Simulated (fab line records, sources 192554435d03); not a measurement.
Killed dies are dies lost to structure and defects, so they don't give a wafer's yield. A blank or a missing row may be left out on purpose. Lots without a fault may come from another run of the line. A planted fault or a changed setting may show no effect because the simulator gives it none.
Problem report in the 8D (eight disciplines) form, filled by code | flow n5_finfet | the parts of the form that need people (team, actions taken, sign-off) are left out

1. THE PROBLEM
head_pressure_psi at N5_BEOL_M15_CMP_49 reads a mean of 1.478 psi on 2 wafers of 1 lot; wafers without a fault read 1.999 psi with a standard deviation of 0.0041. That is -99 or more standard deviations from the usual mean.
The step: polishes, stops on SiO2, t overpolish 4.9 s, target thk 850 nm.
First seen on wafer L409.2, day 13 11:08, on cmp-04. The record holds 33 wafers of 11 lots with a number at this step. Rule for "out", or "out of limits": more than 4 standard deviations from the usual mean. The other wafers with a number count as sound.

2. WHAT IT IS AND WHAT IT IS NOT
question                    | is                                          | is not
which readings at this step | head_pressure_psi, barrier_field_endpoint_s | motor_current_A, overpolish_run_s
which lots                  | L409                                        | L400, L402, L403, L407, L415, L417, L418, L420, L421, L422
which wafers of those lots  | L409.2, L409.6                              | L409.5
read on which tools         | cmp-04                                      | cmp-01, cmp-03
when                        | from day 13 11:08                           | up to then (13 sound wafers); but 18 sound wafers of L415, L417, L418, L420, L421, L422 came after

3. SUSPECTS, AND WHAT RULES EACH OUT
Counting: a tool at a process step up to the reading stays a suspect if it ran every lot that is out. Sound lots after the first of them don't rule it out here, since some wafers of a struck lot are sound.
- rie_diel-01 at N5_BEOL_M15_ETCH_61 (etches BARC in N2/H2, target depth 89 nm, overetch 26.7 nm, time 67.9 s): kept. It ran the lot that is out, L409 (day 13 07:20); its last sound lot up to then is L407 (day 13 00:16).
- cmp-04 at N5_BEOL_M15_CMP_49 (polishes, stops on SiO2, t overpolish 4.9 s, target thk 850 nm): kept. It ran the lot that is out, L409 (day 13 11:08); its last sound lot up to then is L402 (day 11 21:06). Its own readings are out on those wafers: barrier_field_endpoint_s, head_pressure_psi.
- Within rie_diel-01 at N5_BEOL_M15_ETCH_61: the wafers that are out ran in chambers 1, 2; their sound lot-mates ran in chamber 3.
- Within cmp-04 at N5_BEOL_M15_CMP_49: the wafers that are out ran in chamber 0; their sound lot-mates ran in chamber 3.
Left after counting: rie_diel-01 at N5_BEOL_M15_ETCH_61, cmp-04 at N5_BEOL_M15_CMP_49.

4. THE CAUSE (what the simulator had put in)
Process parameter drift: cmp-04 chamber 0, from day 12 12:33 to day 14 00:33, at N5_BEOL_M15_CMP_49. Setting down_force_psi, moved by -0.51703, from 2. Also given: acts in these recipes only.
Counting left 2 suspects, and this tool is among them.

5. THE CHAIN OF EFFECTS, in route order
Each row: a reading whose mean over the struck wafers that have a number lies more than 3 standard deviations from the usual. Only readings for which the record gives a usual standard deviation are gone through. hours: the time from each lot's start at the first step in this table that gives one to its start at this step, as a median over the lots. sigmas: the change in usual standard deviations.
hours | step               | reading                  | usual     | on struck wafers | change | sigmas
0     | N5_BEOL_M15_CMP_49 | barrier_field_endpoint_s | 11.36 s   | 15.37            | +4.01  | +15
0     | N5_BEOL_M15_CMP_49 | head_pressure_psi        | 1.999 psi | 1.478            | -0.521 | -99 or more
The process steps in it:
- N5_BEOL_M15_CMP_49: polishes, stops on SiO2, t overpolish 4.9 s, target thk 850 nm.
Later measuring or inspecting steps at which every struck wafer that the step has a row for has a number for every such reading, and none has moved that far: N5_BEOL_M15_INSPECT_55.

6. WHAT WOULD HAVE CAUGHT IT SOONER
In this record the first reading out of limits was taken at day 13 11:08, 23 hours after the fault began at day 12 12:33.
